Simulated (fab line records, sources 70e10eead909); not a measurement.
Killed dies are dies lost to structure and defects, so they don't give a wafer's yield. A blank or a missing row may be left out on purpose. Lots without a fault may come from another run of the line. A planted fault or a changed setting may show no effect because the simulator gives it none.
fab line records | flow nand_harc
record lots=24 wafers=72 last_day=34
route steps=1302 shown P_BONDPAD@380 A_ZERO_WELL@405 A_SOURCE_PLATE@416 A_ONON_D1@443 A_CHANNEL_HOLE_D1@470
lots that met no fault: from a run of the same line without faults
start_h: hours from the record's first day to the start of the lot's first wafer shown | wait_h: hours since the lot's step before | " the same as in the row above | L1.1+2: a row that stands for several wafers | - no value, or no start given | * or withheld: withheld | < > ~ a bound
route shown NAME@n: a module of which the file shows steps, and the number in the route of the first | usual: mean/standard deviation of fault-free wafers | same: alike in all rows | chamber/n: place in a boat | sites: the reading at each site | _std_site: their standard deviation | _edge_site: outer sites' mean less inner sites' | radius_mm: how far each site lies from the wafer's centre | mask NAME#n: copy n | behind: the tool/chamber that last shaped the wafer | hold: why the lot was held/for how many hours/how that ended | device: the transistor (n, p or np) that didn't switch | end of line: the same wafers' tests at the end of the route | a step without rows: its recipe alone | killed: dies lost to structure and defects at the first sort, not the wafer's yield | map: a wafer's dies, x killed, . not, _ none there
set.NAME: the setting as run; set.NAME@STEP: as run at that earlier step | model.NAME: the simulator's own value behind a step, which no gauge read
steps of the route over a sample of lots; a table a step, a row a wafer
services: from which hour (start_h, from the record's first day; less than 0 if before it) a tool's chamber was out of use, for how many hours, and why
## steps
# step NHARC_P_BONDPAD_CMP_19
# recipe t_overpolish_s=30 cu_recess_touch_s=16 target_thk_nm=160.81
# usual motor_current_A=12.2/1.3 overpolish_run_s=30.000/0.0079
# columns lot.wafer tool chamber start_h wait_h motor_current_A overpolish_run_s
L074.2 cmp-04 0 140.80 - 12.0 29.993
L074.3 " 1 " " 12.4 30.003
L074.5 " 3 " " 10.1 30.002
L075.2 cmp-04 0 148.58 - 11.3 30.012
L075.1 " 2 " " 14.2 29.996
L075.4 " 3 " " 10.0 29.998
L076.2 cmp-04 1 160.07 - 12.3 29.995
L076.1 " 2 " " 13.6 30.005
L076.6 " 1 " " 12.7 29.985
L077.2 cmp-01 2 164.46 - 12.8 30.004
L077.5 " 1 " " 12.7 29.993
L077.6 " 2 " " 13.6 29.998
L078.2 cmp-01 1 179.62 - 13.5 29.998
L078.3 " 0 " " 14.5 29.995
L078.6 " 1 " " 12.9 30.007
L079.1 cmp-03 1 187.52 - 13.1 30.004
L079.3 " 0 " " 12.2 30.014
L079.6 " 2 " " 11.1 29.998
L080.3 cmp-04 0 199.66 - 11.4 29.995
L080.2 " 2 " " 15.2 29.998
L080.5 " 0 " " 12.0 29.997
L081.3 cmp-04 3 213.09 - 10.1 30.015
L081.6 " 2 " " 14.6 30.012
L081.5 " 3 " " 9.9 30.001
L082.3 cmp-03 0 213.84 - 11.8 29.994
L082.4 " 1 " " 13.7 29.992
L082.2 " 3 " " 12.9 29.985
L083.2 cmp-03 3 232.46 - 12.1 30.001
L083.5 " 3 " " 12.7 29.996
L083.6 " 0 " " 11.6 30.001
L084.2 cmp-04 1 239.76 - 12.3 29.999
L084.4 " 2 " " 13.8 30.011
L084.1 " 3 " " 9.7 29.990
L085.1 cmp-01 2 247.89 - 13.2 29.998
L085.3 " 0 " " 13.5 29.992
L085.6 " 3 " " 11.2 29.992
L086.1 cmp-03 2 266.80 - 10.8 29.991
L086.6 " 1 " " 13.2 29.998
L086.5 " 2 " " 10.8 30.008
L087.3 cmp-01 1 270.86 - 13.0 30.011
L087.4 " 2 " " 12.9 30.003
L087.6 " 1 " " 12.7 29.995
L088.3 cmp-03 3 280.74 - 12.5 30.008
L088.6 " 1 " " 13.2 29.999
L088.5 " 2 " " 11.2 29.997
L089.3 cmp-01 3 290.67 - 10.8 29.997
L089.4 " 2 " " 13.2 29.984
L089.6 " 0 " " 13.7 30.008
L090.4 cmp-04 1 302.61 - 12.4 30.009
L090.2 " 2 " " 14.5 30.006
L090.5 " 1 " " 12.0 29.984
L091.1 cmp-04 2 303.82 - 14.8 30.012
L091.2 " 3 " " 9.8 29.995
L091.3 " 0 " " 11.4 29.993
L092.4 cmp-01 3 315.58 - 11.2 30.001
L092.5 " 2 " " 13.0 29.993
L092.6 " 3 " " 10.7 29.997
L094.3 cmp-03 2 331.11 - 10.9 29.998
L094.2 " 0 " " 11.9 29.988
L094.1 " 1 " " 13.8 30.000
L093.4 cmp-03 3 332.63 - 12.4 30.007
L093.3 " 0 " " 11.8 30.010
L093.1 " 1 " " 12.8 29.994
L095.4 cmp-01 1 344.38 - 12.7 30.011
L095.5 " 3 " " 10.4 30.002
L095.6 " 0 " " 13.8 30.001
L097.2 cmp-03 2 374.70 - 10.7 30.003
L097.3 " 3 " " 11.7 30.015
L097.5 " 2 " " 10.9 29.985
L096.3 cmp-04 3 375.34 - 10.4 30.007
L096.2 " 1 " " 12.1 30.002
L096.6 " 3 " " 10.0 30.002
# step NHARC_A_ZERO_WELL_ETCH_13
# recipe target_depth_a=1200 time_s=40.1 hbr_flow_sccm=150 cl2_flow_sccm=50 rf_w=400 icp_w=400 bias_w=100 chemistry=HBr/Cl2
# usual drypump_motor_current_A=5.68/0.24 oes_product_au=1.001/0.009 throttle_valve_pct=26.405/0.0094
# columns lot.wafer tool chamber start_h wait_h drypump_motor_current_A oes_product_au rf_hours_counter_h throttle_valve_pct
L074.3 rie_si-01 3 143.31 - 5.22 0.994 0.8 26.395
L074.2 " 1 " " 5.93 1.000 0.7 26.400
L074.5 " 3 " " 5.23 0.988 - 26.410
L075.1 rie_si-01 0 150.81 - 5.79 1.018 0.9 26.405
L075.2 " 1 " " 5.94 0.996 0.7 26.404
L075.4 " 2 " " 5.58 1.002 0.8 26.408
L076.1 rie_si-06 2 162.30 - 5.83 0.998 0.5 26.386
L076.2 " 0 " " 5.61 1.013 0.5 26.400
L076.6 " 2 " " 5.84 1.005 - 26.409
L077.2 rie_si-01 3 166.70 - 5.22 1.002 1.0 26.396
L077.5 " 0 " " 5.78 1.010 - 26.410
L077.6 " 1 " " 5.93 0.996 - 26.403
L078.2 rie_si-01 2 181.88 - 5.59 0.988 0.9 26.402
L078.3 " 3 " " 5.23 0.985 1.1 26.404
L078.6 " 0 " " 5.79 0.999 - 26.390
L079.1 rie_si-04 0 189.63 - 5.51 1.012 0.1 26.416
L079.3 " 1 " " 6.14 0.998 0.1 26.413
L079.6 " 0 " " 5.51 0.994 - 26.417
L080.3 rie_si-04 3 201.87 - 5.35 1.006 0.2 26.394
L080.2 " 2 " " 5.95 1.001 0.2 26.393
L080.5 " 3 " " 5.36 1.011 - 26.397
L081.3 rie_si-04 1 215.26 - 6.08 1.007 0.3 26.393
L081.6 " 0 " " 5.51 1.001 - 26.404
L081.5 " 1 " " 6.10 1.014 - 26.403
L082.4 rie_si-01 3 216.11 - 5.21 1.004 0.1 26.402
L082.3 " 1 " " 5.93 1.005 0.1 26.394
L082.2 " 2 " " 5.60 0.983 0.1 26.404
L083.2 rie_si-01 2 234.60 - 5.58 0.994 0.1 26.399
L083.6 " 0 " " 5.79 0.998 - 26.408
L083.5 " 1 " " 5.92 1.011 - 26.401
L084.2 rie_si-06 3 241.98 - 5.76 0.977 1.1 26.421
L084.1 " 0 " " 5.60 1.004 1.0 26.416
L084.4 " 2 " " 5.84 0.988 1.2 26.400
L085.3 rie_si-04 0 250.07 - 5.51 0.998 0.5 26.414
L085.1 " 1 " " 6.10 1.000 0.6 26.413
L085.6 " 0 " " 5.50 0.994 - 26.410
L086.1 rie_si-04 0 268.87 - 5.51 0.998 0.6 26.417
L086.5 " 0 " " 5.51 1.008 - 26.414
L086.6 " 1 " " 6.06 1.005 - 26.392
L087.3 rie_si-01 2 273.07 - 5.56 0.987 0.4 26.403
L087.4 " 3 " " 5.20 0.993 0.4 26.410
L087.6 " 0 " " 5.80 1.006 - 26.404
L088.3 rie_si-06 0 282.82 - 5.63 1.005 0.2 26.396
L088.5 " 1 " " 5.55 1.005 - 26.405
L088.6 " 2 " " 5.84 1.008 - 26.415
L089.3 rie_si-06 1 292.92 - 5.55 1.006 0.3 26.421
L089.4 " 2 " " 5.86 1.001 0.3 26.398
L089.6 " 0 " " 5.63 1.001 - 26.408
L090.4 rie_si-01 3 304.79 - 5.22 0.991 0.6 26.406
L090.2 " 0 " " 5.76 1.008 0.8 26.390
L090.5 " 3 " " 5.22 0.995 - 26.404
L091.1 rie_si-06 0 305.88 - 5.58 0.998 0.3 26.386
L091.2 " 1 " " 5.55 0.996 0.3 26.413
L091.3 " 2 " " 5.83 0.994 0.4 26.406
L092.4 rie_si-06 3 317.66 - 5.80 1.003 0.4 26.432
L092.6 " 3 " " 5.77 0.993 - 26.409
L092.5 " 0 " " 5.57 1.011 - 26.398
L094.3 rie_si-06 0 333.20 - 5.62 1.008 0.5 26.403
L094.1 " 2 " " 5.83 0.994 0.5 26.403
L094.2 " 3 " " 5.76 0.999 0.5 26.413
L093.3 rie_si-01 3 334.84 - 5.23 0.994 0.9 26.401
L093.4 " 0 " " 5.76 1.016 1.0 26.404
L093.1 " 2 " " 5.60 0.989 0.8 26.404
L095.4 rie_si-01 1 346.59 - 5.92 1.022 0.9 26.406
L095.6 " 2 " " 5.59 0.990 - 26.403
L095.5 " 3 " " 5.20 0.998 - 26.411
L097.3 rie_si-06 0 376.90 - 5.60 1.008 0.9 26.436
L097.2 " 1 " " 5.55 1.001 0.6 26.404
L097.5 " 3 " " 5.81 1.003 - 26.410
L096.2 rie_si-04 2 377.54 - 5.97 1.004 0.2 26.397
L096.3 " 3 " " 5.38 1.002 0.2 26.408
L096.6 " 1 " " 6.12 1.013 - 26.399
# step NHARC_A_SOURCE_PLATE_THK_MEAS_09
# recipe thk_meas_gauge=ellipsometry
# usual thk_nm=9.8/1.1
# columns lot.wafer tool chamber start_h wait_h thk_nm
L074.2 film_metro-02 - 151.66 0.4 10.6
L074.3 " - " " 8.6
L074.5 " - " " 9.4
L075.1 film_metro-02 - 159.28 0.4 9.9
L075.2 " - " " 8.5
L075.4 " - " " 9.3
L076.1 film_metro-02 - 170.73 0.4 9.8
L076.2 " - " " 9.7
L076.6 " - " " 10.1
L077.2 film_metro-02 - 175.05 0.4 10.1
L077.5 " - " " 8.6
L077.6 " - " " 9.8
L078.2 film_metro-02 - 191.31 0.4 10.4
L078.3 " - " " 10.3
L078.6 " - " " 10.0
L079.1 film_metro-02 - 197.54 0.4 10.5
L079.3 " - " " 7.5
L079.6 " - " " 9.8
L080.2 film_metro-02 - 210.17 0.4 10.8
L080.3 " - " " 10.6
L080.5 " - " " 9.8
L081.3 film_metro-01 - 227.24 0.4 12.0
L081.5 " - " " 11.4
L081.6 " - " " 8.8
L082.2 film_metro-02 - 227.25 0.4 10.6
L082.3 " - " " 9.5
L082.4 " - " " 10.3
L083.2 film_metro-01 - 242.52 0.4 11.0
L083.5 " - " " 10.2
L083.6 " - " " 8.9
L084.1 film_metro-01 - 249.96 0.4 9.8
L084.2 " - " " 12.2
L084.4 " - " " 10.2
L085.1 film_metro-02 - 258.35 0.4 9.6
L085.3 " - " " 11.2
L085.6 " - " " 8.8
L086.1 film_metro-02 - 277.28 0.4 9.8
L086.5 " - " " 10.3
L086.6 " - " " 10.2
L087.3 film_metro-02 - 280.98 0.4 9.5
L087.4 " - " " 10.4
L087.6 " - " " 9.4
L088.3 film_metro-01 - 291.98 0.4 10.3
L088.5 " - " " 10.2
L088.6 " - " " 11.9
L089.3 film_metro-02 - 301.36 0.4 10.0
L089.4 " - " " 6.6
L089.6 " - " " 8.8
L091.1 film_metro-01 - 313.94 0.4 9.3
L091.2 " - " " 9.9
L091.3 " - " " 7.2
L090.2 film_metro-02 - 313.94 0.4 9.7
L090.4 " - " " 10.4
L090.5 " - " " 7.5
L092.4 film_metro-01 - 325.53 0.4 8.9
L092.5 " - " " 9.2
L092.6 " - " " 10.8
L094.1 film_metro-01 - 342.83 0.4 9.8
L094.2 " - " " 10.5
L094.3 " - " " 9.0
L093.1 film_metro-02 - 342.83 0.4 9.6
L093.3 " - " " 10.2
L093.4 " - " " 9.0
L095.4 film_metro-02 - 354.98 0.4 9.8
L095.5 " - " " 10.4
L095.6 " - " " 10.2
L097.2 film_metro-01 - 385.52 0.4 8.9
L097.3 " - " " 10.6
L097.5 " - " " 10.8
L096.2 film_metro-01 - 385.52 0.4 8.3
L096.3 " - " " 8.8
L096.6 " - " " 9.8
# step NHARC_A_ONON_D1_THK_MEAS_27
# recipe thk_meas_gauge=ellipsometry
# usual thk_nm=1000/8.4
# columns lot.wafer tool chamber start_h wait_h thk_nm
L074.2 film_metro-02 - 176.77 - 1009
L074.3 " - " " 1007
L074.5 " - " " 1008
L075.1 film_metro-01 - 184.09 - 1010
L075.2 " - " " 1011
L075.4 " - " " 1010
L077.2 film_metro-01 - 196.71 - 1007
L077.5 " - " " 1004
L077.6 " - " " 1007
L076.1 film_metro-02 - 196.71 - 1011
L076.2 " - " " 1012
L076.6 " - " " 1011
L078.2 film_metro-02 - 216.35 - 989
L078.3 " - " " 991
L078.6 " - " " 989
L079.1 film_metro-02 - 223.51 - 1012
L079.3 " - " " 1014
L079.6 " - " " 1012
L080.2 film_metro-02 - 239.27 - 1001
L080.3 " - " " 999
L080.5 " - " " 1001
L082.2 film_metro-02 - 253.91 - 981
L082.3 " - " " 978
L082.4 " - " " 977
L081.3 film_metro-02 - 253.95 - 998
L081.5 " - " " 999
L081.6 " - " " 998
L083.2 film_metro-01 - 268.27 - 994
L083.5 " - " " 993
L083.6 " - " " 995
L084.1 film_metro-01 - 274.93 - 996
L084.2 " - " " 996
L084.4 " - " " 998
L085.1 film_metro-02 - 284.78 - 1002
L085.3 " - " " 1001
L085.6 " - " " 1003
L086.1 film_metro-01 - 304.13 - 1002
L086.5 " - " " 1005
L086.6 " - " " 1002
L087.3 film_metro-02 - 304.14 - 1002
L087.4 " - " " 1001
L087.6 " - " " 1003
L088.3 film_metro-02 - 316.82 - 1005
L088.5 " - " " 1006
L088.6 " - " " 1006
L089.3 film_metro-02 - 330.73 - 1006
L089.4 " - " " 1007
L089.6 " - " " 1006
L090.2 film_metro-01 - 341.28 - 1001
L090.4 " - " " 1000
L090.5 " - " " 1000
L091.1 film_metro-02 - 341.30 - 989
L091.2 " - " " 988
L091.3 " - " " 991
L092.4 film_metro-02 - 350.84 - 987
L092.5 " - " " 986
L092.6 " - " " 986
L093.1 film_metro-02 - 368.22 - 1005
L093.3 " - " " 1004
L093.4 " - " " 1002
L094.1 film_metro-01 - 368.22 - 1008
L094.2 " - " " 1006
L094.3 " - " " 1007
L095.4 film_metro-01 - 382.86 - 993
L095.5 " - " " 993
L095.6 " - " " 994
L096.2 film_metro-01 - 411.43 - 997
L096.3 " - " " 997
L096.6 " - " " 996
L097.2 film_metro-02 - 411.58 - 1003
L097.3 " - " " 1003
L097.5 " - " " 1002
# step NHARC_A_ONON_D1_THK_MEAS_30
# recipe thk_meas_gauge=ellipsometry
# usual thk_nm=998/11
# columns lot.wafer tool chamber start_h wait_h thk_nm
L074.2 film_metro-02 - 177.33 - 1023
L074.3 " - " " 1022
L074.5 " - " " 1025
L075.1 film_metro-02 - 184.66 - 1003
L075.2 " - " " 1006
L075.4 " - " " 1007
L077.2 film_metro-02 - 197.27 - 1013
L077.5 " - " " 1016
L077.6 " - " " 1016
L076.1 film_metro-01 - 197.28 - 984
L076.2 " - " " 983
L076.6 " - " " 984
L078.2 film_metro-02 - 216.91 - 1002
L078.3 " - " " 1003
L078.6 " - " " 1003
L079.1 film_metro-02 - 224.08 - 987
L079.3 " - " " 990
L079.6 " - " " 988
L080.2 film_metro-01 - 239.83 - 997
L080.3 " - " " 998
L080.5 " - " " 1000
L082.2 film_metro-01 - 254.48 - 975
L082.3 " - " " 976
L082.4 " - " " 975
L081.3 film_metro-02 - 254.52 - 1007
L081.5 " - " " 1008
L081.6 " - " " 1008
L083.2 film_metro-02 - 268.84 - 997
L083.5 " - " " 997
L083.6 " - " " 996
L084.1 film_metro-01 - 275.50 - 1000
L084.2 " - " " 1000
L084.4 " - " " 1000
L085.1 film_metro-01 - 285.35 - 980
L085.3 " - " " 977
L085.6 " - " " 980
L086.1 film_metro-02 - 304.69 - 1007
L086.5 " - " " 1008
L086.6 " - " " 1007
L087.3 film_metro-01 - 304.71 - 990
L087.4 " - " " 992
L087.6 " - " " 989
L088.3 film_metro-01 - 317.39 - 999
L088.5 " - " " 999
L088.6 " - " " 999
L089.3 film_metro-01 - 331.31 - 989
L089.4 " - " " 988
L089.6 " - " " 988
L090.2 film_metro-01 - 341.85 - 991
L090.4 " - " " 991
L090.5 " - " " 991
L091.1 film_metro-02 - 341.87 - 995
L091.2 " - " " 996
L091.3 " - " " 998
L092.4 film_metro-01 - 351.40 - 1001
L092.5 " - " " 1003
L092.6 " - " " 1002
L093.1 film_metro-01 - 368.78 - 995
L093.3 " - " " 995
L093.4 " - " " 997
L094.1 film_metro-01 - 369.01 - 1002
L094.2 " - " " 1002
L094.3 " - " " 1003
L095.4 film_metro-01 - 383.42 - 997
L095.5 " - " " 996
L095.6 " - " " 995
L096.2 film_metro-02 - 412.00 - 1011
L096.3 " - " " 1010
L096.6 " - " " 1010
L097.2 film_metro-01 - 412.14 - 985
L097.3 " - " " 990
L097.5 " - " " 986
# step NHARC_A_CHANNEL_HOLE_D1_CD_MEAS_18
# usual cd_nm=99.1/2.1
# columns lot.wafer tool chamber start_h wait_h cd_nm
L074.2 cd_sem-03 - 182.17 - 96.7
L074.3 " - " " 96.8
L074.5 " - " " 94.2
L075.1 cd_sem-01 - 190.29 - 98.1
L075.2 " - " " 95.7
L075.4 " - " " 97.4
L077.2 cd_sem-03 - 204.10 - 97.1
L077.5 " - " " 97.1
L077.6 " - " " 97.8
L076.1 cd_sem-01 - 204.29 - 100.2
L076.2 " - " " 98.0
L076.6 " - " " 97.5
L078.2 cd_sem-01 - 221.52 - 100.5
L078.3 " - " " 100.8
L078.6 " - " " 99.5
L079.1 cd_sem-01 - 230.33 - 94.4
L079.3 " - " " 96.9
L079.6 " - " " 98.8
L080.2 cd_sem-02 - 244.95 - 97.9
L080.3 " - " " 99.0
L080.5 " - " " 99.7
L082.2 cd_sem-02 - 260.00 - 101.0
L082.3 " - " " 98.7
L082.4 " - " " 100.9
L081.3 cd_sem-03 - 261.71 - 97.9
L081.5 " - " " 97.0
L081.6 " - " " 96.4
L083.2 cd_sem-03 - 273.36 - 98.9
L083.5 " - " " 97.9
L083.6 " - " " 98.3
L084.1 cd_sem-02 - 279.93 - 98.5
L084.2 " - " " 100.7
L084.4 " - " " 98.9
L085.1 cd_sem-01 - 293.67 - 95.4
L085.3 " - " " 97.4
L085.6 " - " " 96.6
L087.3 cd_sem-03 - 311.59 - 98.1
L087.4 " - " " 96.3
L087.6 " - " " 99.3
L086.1 cd_sem-03 - 313.73 - 97.3
L086.5 " - " " 103.7
L086.6 " - " " 99.6
L088.3 cd_sem-03 - 322.06 - 100.8
L088.5 " - " " 100.2
L088.6 " - " " 101.4
L089.3 cd_sem-01 - 337.79 - 101.0
L089.4 " - " " 103.6
L089.6 " - " " 102.1
L090.2 cd_sem-03 - 346.42 - 96.7
L090.4 " - " " 99.7
L090.5 " - " " 99.9
L091.1 cd_sem-03 - 346.67 - 99.3
L091.2 " - " " 96.6
L091.3 " - " " 100.2
L092.4 cd_sem-01 - 356.03 - 101.8
L092.5 " - " " 103.0
L092.6 " - " " 100.0
L093.1 cd_sem-01 - 373.23 - 99.6
L093.3 " - " " 98.7
L093.4 " - " " 97.5
L094.1 cd_sem-03 - 374.41 - 100.8
L094.2 " - " " 97.6
L094.3 " - " " 98.8
L095.4 cd_sem-02 - 388.65 - 99.8
L095.5 " - " " 98.7
L095.6 " - " " 97.5
L096.2 cd_sem-01 - 416.60 - 97.7
L096.3 " - " " 102.1
L096.6 " - " " 102.5
L097.2 cd_sem-01 - 417.64 - 98.6
L097.3 " - " " 98.6
L097.5 " - " " 99.0
## services
# columns tool chamber start_h hours kind
rie_si-01 - 138.56 0.5 repair
cmp-01 - 154.47 1.5 repair
cmp-04 - 160.93 3.5 repair
cmp-03 - 162.03 4.0 pm
cmp-01 - 172.71 2.8 repair
cmp-01 - 185.56 4.0 pm
cmp-03 - 186.13 1.3 repair
rie_si-01 - 193.00 9.0 pm
cmp-01 - 203.85 10.9 repair
cmp-04 - 209.05 4.0 pm
cmp-01 - 234.72 1.1 repair
cmp-03 - 245.89 0.9 repair
rie_si-06 - 249.00 9.0 pm
cmp-03 - 260.03 4.0 pm
cmp-04 - 274.15 0.7 repair
cmp-01 - 283.56 4.0 pm
cmp-04 - 307.08 4.0 pm
cmp-04 - 314.88 0.8 repair
rie_si-06 1 331.10 27.1 repair
cmp-03 - 333.67 1.9 repair
rie_si-06 2 349.28 5.1 repair
cmp-04 - 349.66 6.4 repair
cmp-03 - 358.03 4.0 pm
rie_si-01 - 370.00 9.0 pm
## key
fault none
